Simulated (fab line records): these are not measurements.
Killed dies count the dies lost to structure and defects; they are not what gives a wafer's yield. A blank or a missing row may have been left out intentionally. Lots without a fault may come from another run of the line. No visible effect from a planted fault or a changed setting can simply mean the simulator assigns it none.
Chamber matching | flow nand-harc | NHARC_A_STAIRCASE_DESCUM_186 on rie-diel-07 has 4 sister chambers
The step chemistry O2, time 3 s. 18 wafers are shown with their chamber, then 9 later ones without.

== WAFERS WITH THEIR CHAMBER ==
wafer  | chamber | drypump-motor-current-A (A) | showerhead-plenum-p-Torr (Torr) | oes-product-au (a.u.)
L075.1 | 0       | 6.1                         | 1.77                            | 1.005
L075.3 | 1       | 5.7                         | 1.80                            | 0.987
L075.4 | 2       | 5.9                         | 1.89                            | 1.002
L074.2 | 2       | 5.9                         | 1.89                            | 1.001
L074.3 | 1       | 5.7                         | 1.80                            | 0.992
L074.4 | 3       | 6.1                         | 2.03                            | 0.995
L078.1 | 2       | 5.9                         | 1.89                            | 0.998
L078.4 | 3       | 6.1                         | 2.03                            | 1.002
L078.5 | 1       | 5.7                         | 1.80                            | 0.998
L079.1 | 3       | 6.1                         | 2.03                            | 0.999
L079.4 | 0       | 6.1                         | 1.76                            | 0.998
L079.6 | 2       | 5.9                         | 1.89                            | 1.012
L085.3 | 1       | 5.7                         | 1.79                            | 0.999
L085.5 | 2       | 6.0                         | 1.88                            | 1.010
L085.6 | 3       | 6.2                         | 2.02                            | 0.994
L088.2 | 0       | 6.1                         | 2.08                            | 1.001
L088.3 | 2       | 5.9                         | 1.88                            | 0.991
L088.5 | 1       | 5.7                         | 1.79                            | 0.998

SIGNATURES (means of the wafers above)
reading                  | chamber 0 | chamber 1 | chamber 2 | chamber 3 | scatter within a chamber
drypump-motor-current-A  | 6.100     | 5.700     | 5.917     | 6.125     | 0.0336
showerhead-plenum-p-Torr | 1.8700    | 1.7960    | 1.8867    | 2.0275    | 0.0689
oes-product-au           | 1.00133   | 0.99480   | 1.00233   | 0.99750   | 0.00582
Rule: a wafer's distance from a chamber is the root of the sum, over the readings, of the square of ((its reading less the chamber's mean) divided by the reading's scatter). If the next closest chamber is less than 2 further off than the closest, the wafer can't be placed; otherwise it belongs to the closest. How the scatter is found: for the shown wafers, subtract from each reading the mean of its chamber, square and add these, divide the total by (wafers less chambers), then take the root.

== WAFERS WITH NO CHAMBER GIVEN ==
wafer  | drypump-motor-current-A (A) | showerhead-plenum-p-Torr (Torr) | oes-product-au (a.u.)
L090.1 | 5.7                         | 1.79                            | 0.993
L090.2 | 6.1                         | 2.02                            | 1.001
L090.3 | 6.1                         | 2.07                            | 1.001
L092.2 | 6.1                         | 2.07                            | 0.997
L092.4 | 6.1                         | 2.01                            | 0.990
L092.5 | 5.7                         | 1.79                            | 1.002
L097.2 | 6.1                         | 2.00                            | 0.989
L097.4 | 5.7                         | 1.78                            | 1.001
L097.6 | 6.1                         | 2.00                            | 0.981

== THE CHAMBER EACH PASSED THROUGH ==
wafer  | from the rows above     | in truth
L090.1 | 1                       | 1
L090.2 | can't be placed: 3 or 0 | 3
L090.3 | can't be placed: 3 or 0 | 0
L092.2 | 3                       | 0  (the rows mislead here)
L092.4 | can't be placed: 3 or 0 | 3
L092.5 | 1                       | 1
L097.2 | can't be placed: 3 or 0 | 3
L097.4 | 1                       | 1
L097.6 | can't be placed: 3 or 0 | 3
3 of 9 placed correctly. Not placeable from these rows: 5 (in 5, the candidates include the true chamber). Placed wrongly: 1.
